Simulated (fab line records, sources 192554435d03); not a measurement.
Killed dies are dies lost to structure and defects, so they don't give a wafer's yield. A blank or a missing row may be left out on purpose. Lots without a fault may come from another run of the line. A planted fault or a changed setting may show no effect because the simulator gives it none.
Split-lot experiment | flow n5_finfet | 7 lots, 21 wafers read, on a route of 1938 steps

THE SPLIT
At N5_BEOL_M9_ETCH_62 (etches SOC in N2/H2, target depth 110 nm, overetch 22 nm, time 165 s), the setting time_s was moved away from the recipe's 165 s on 7 of the 21 wafers read, by -18.7% to +9.4%. The other wafers ran this setting at the recipe's value.

The reading is taken at the split's own step.

THE READING
SiARC_of_BEOL_M9_COAT_60.thk_nm (the simulator's own value, which no gauge read), in nm, at N5_BEOL_M9_ETCH_62 (etches SOC in N2/H2, target depth 110 nm, overetch 22 nm, time 165 s). The file gives no usual value for it. The 14 wafers here that ran the recipe average 23.5 nm, standard deviation 0.15 nm.

wafer  | tool, chamber at the split | time_s as run, s | against the recipe | SiARC_of_BEOL_M9_COAT_60.thk_nm, nm | against lot-mates on the recipe
L083.3 | rie_diel-04, 0,2           | 165              | recipe             | 23.6                                | -
L083.4 | rie_diel-04, 0,2           | 165              | recipe             | 23.6                                | -
L083.5 | rie_diel-04, 1             | 165              | recipe             | 23.4                                | -
L086.1 | rie_diel-03, 2             | 179.4            | +8.7%              | 23                                  | -0.6
L086.2 | rie_diel-03, 1             | 179.4            | +8.7%              | 23.2                                | -0.4
L086.5 | rie_diel-03, 3             | 165              | recipe             | 23.6                                | -
L087.1 | rie_diel-05, 0             | 165              | recipe             | 23.2                                | -
L087.2 | rie_diel-05, 2             | 165              | recipe             | 23.6                                | -
L087.6 | rie_diel-05, 2             | 165              | recipe             | 23.4                                | -
L090.2 | rie_diel-03, 0             | 141              | -14.5%             | 24.6                                | +0.9
L090.3 | rie_diel-03, 3             | 165              | recipe             | 23.6                                | -
L090.6 | rie_diel-03, 1             | 165              | recipe             | 23.8                                | -
L089.3 | rie_diel-05, 1             | 134.2            | -18.7%             | 24.8                                | +1.4
L089.5 | rie_diel-05, 1             | 134.2            | -18.7%             | 24.6                                | +1.2
L089.6 | rie_diel-05, 0             | 165              | recipe             | 23.4                                | -
L092.1 | rie_diel-05, 3             | 165              | recipe             | 23.6                                | -
L092.2 | rie_diel-05, 0,1           | 165              | recipe             | 23.4                                | -
L092.5 | rie_diel-05, 0,1           | 165              | recipe             | 23.4                                | -
L096.1 | rie_diel-03, 3             | 180.5            | +9.4%              | 22.8                                | -0.6
L096.3 | rie_diel-03, 0             | 180.5            | +9.4%              | 23                                  | -0.4
L096.5 | rie_diel-03, 3             | 165              | recipe             | 23.4                                | -
Where a row lists several chambers, the file gives one row for several wafers and doesn't say which wafer went through which chamber.

THE FIT
A straight line over all 21 wafers: SiARC_of_BEOL_M9_COAT_60.thk_nm changes by -0.0636 nm for each +1% of time_s; r = -0.96; the points scatter about the line by 0.15 nm.
The same after taking each lot's own level away (the mean of its wafers on the recipe; 21 wafers): -0.0642 nm for each +1%; r = -0.98; scatter 0.12 nm.
On that fit, the largest move of time_s shifts the reading by 1.2 nm.
The lots' own levels span 23.40 to 23.70 nm, that is 2.0 times the standard deviation above.
So the lot-to-lot level changes the slope little: the two slopes agree.
Check: with one of the wafers moved furthest among these (-18.7%) left out of the fit, the line predicts +1.14 nm for it against its lot-mates. It came out at +1.4 nm against them.

OTHER SPLITS ON THESE WAFERS
These wafers also went through other splits before the reading. Each is held against what the fit with the lots' levels taken away leaves over:
other split on the same wafers       | wafers away from the commonest value | r with SiARC_of_BEOL_M9_COAT_60.thk_nm (lot level and that fit taken away)
N5_BEOL_M7_VIA_ETCH_34 time_s        | 9                                    | +0.18
N5_BEOL_M7_TRENCH_ETCH_37 bias_w     | 8                                    | +0.22
N5_BEOL_M8_COAT_05 spin_rpm          | 5                                    | -0.22
N5_BEOL_M8_DEVELOP_10 develop_time_s | 12                                   | -0.11
N5_BEOL_M9_COAT_05 spin_rpm          | 6                                    | +0.41

THE FILE'S OWN FIT
SiARC_of_BEOL_M9_COAT_60.thk_nm changes by -0.0641 nm for each +1% of time_s, r = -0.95.
